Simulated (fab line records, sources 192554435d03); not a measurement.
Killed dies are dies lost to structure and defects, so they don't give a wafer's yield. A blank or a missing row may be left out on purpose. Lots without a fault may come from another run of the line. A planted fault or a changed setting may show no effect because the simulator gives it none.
Problem report in the 8D (eight disciplines) form, filled by code | flow n5_finfet | the parts of the form that need people (team, actions taken, sign-off) are left out

1. THE PROBLEM
run_length_s at N5_BEOL_M6_VIA_ETCH_34 reads a mean of 90.6 s on 3 wafers of 2 lots; wafers without a fault read 74.1 s with a standard deviation of 0.33. That is +50 standard deviations from the usual mean.
The step: etches SiCOH lowk in C4F6/O2, target depth 126.3 nm, time 50.9 s.
First seen on wafer L383.6, day 13 12:46, on rie_diel-02. The record holds 16 wafers of 6 lots with a number at this step. Rule for "out", or "out of limits": more than 4 standard deviations from the usual mean. The other wafers with a number count as sound.

2. WHAT IT IS AND WHAT IT IS NOT
question                    | is                     | is not
which readings at this step | run_length_s           | O2_flow_sccm, drypump_motor_current_A, oes_product_au, rf_vpp_V, showerhead_plenum_p_Torr, throttle_valve_pct
which lots                  | L383, L384             | L371, L378, L389, L390
which wafers of those lots  | L383.6, L384.3, L384.6 | L383.4
read on which tools         | rie_diel-02            | rie_diel-01, rie_diel-06
when                        | from day 13 12:46      | up to then (7 sound wafers); but 6 sound wafers of L389, L390 came after

3. SUSPECTS, AND WHAT RULES EACH OUT
Counting: a tool at a process step up to the reading stays a suspect if it ran every lot that is out. Sound lots after the first of them don't rule it out here, since some wafers of a struck lot are sound.
- rie_diel-02 at N5_BEOL_M6_DESCUM_33 (chemistry O2, time 7 s): kept. It ran every lot that is out, first L383 (day 13 12:35); its last sound lot up to then is L371 (day 10 02:31).
- rie_diel-02 at N5_BEOL_M6_ETCH_72 (etches underlayer in N2/H2, target depth 6.5 nm, time 5.2 s): kept. It ran every lot that is out, first L383 (day 13 12:37); its last sound lot up to then is L371 (day 10 02:33).
- rie_diel-02 at N5_BEOL_M6_ETCH_65 (etches SiARC in CF4, target depth 15.6 nm, time 26 s): kept. It ran every lot that is out, first L383 (day 13 12:38); its last sound lot up to then is L371 (day 10 02:34).
- rie_diel-02 at N5_BEOL_M6_ETCH_66 (etches SOC in N2/H2, target depth 80 nm, overetch 16 nm, time 120 s): kept. It ran every lot that is out, first L383 (day 13 12:40); its last sound lot up to then is L371 (day 10 02:35).
- rie_diel-02 at N5_BEOL_M6_VIA_ETCH_34 (etches SiCOH lowk in C4F6/O2, target depth 126.3 nm, time 50.9 s): kept. It ran every lot that is out, first L383 (day 13 12:46); its last sound lot up to then is L371 (day 10 02:41). Its own readings are out on those wafers: run_length_s.
Left after counting: rie_diel-02 at N5_BEOL_M6_DESCUM_33, rie_diel-02 at N5_BEOL_M6_ETCH_72, rie_diel-02 at N5_BEOL_M6_ETCH_65, rie_diel-02 at N5_BEOL_M6_ETCH_66, rie_diel-02 at N5_BEOL_M6_VIA_ETCH_34.

4. THE CAUSE (what the simulator had put in)
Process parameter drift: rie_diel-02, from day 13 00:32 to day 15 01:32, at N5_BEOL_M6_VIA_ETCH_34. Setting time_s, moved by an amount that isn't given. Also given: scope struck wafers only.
Counting left 5 suspects, and this tool is among them.

5. THE CHAIN OF EFFECTS, in route order
Each row: a reading whose mean over the struck wafers that have a number lies more than 3 standard deviations from the usual. Only readings for which the record gives a usual standard deviation are gone through. hours: the time from each lot's start at the first step in this table that gives one to its start at this step, as a median over the lots. sigmas: the change in usual standard deviations.
hours | step                   | reading      | usual  | on struck wafers | change | sigmas
0     | N5_BEOL_M6_VIA_ETCH_34 | run_length_s | 74.1 s | 90.6             | +16.5  | +50
The process steps in it:
- N5_BEOL_M6_VIA_ETCH_34: etches SiCOH lowk in C4F6/O2, target depth 126.3 nm, time 50.9 s.

6. WHAT WOULD HAVE CAUGHT IT SOONER
In this record the first reading out of limits was taken at day 13 12:46, 12 hours after the fault began at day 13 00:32.
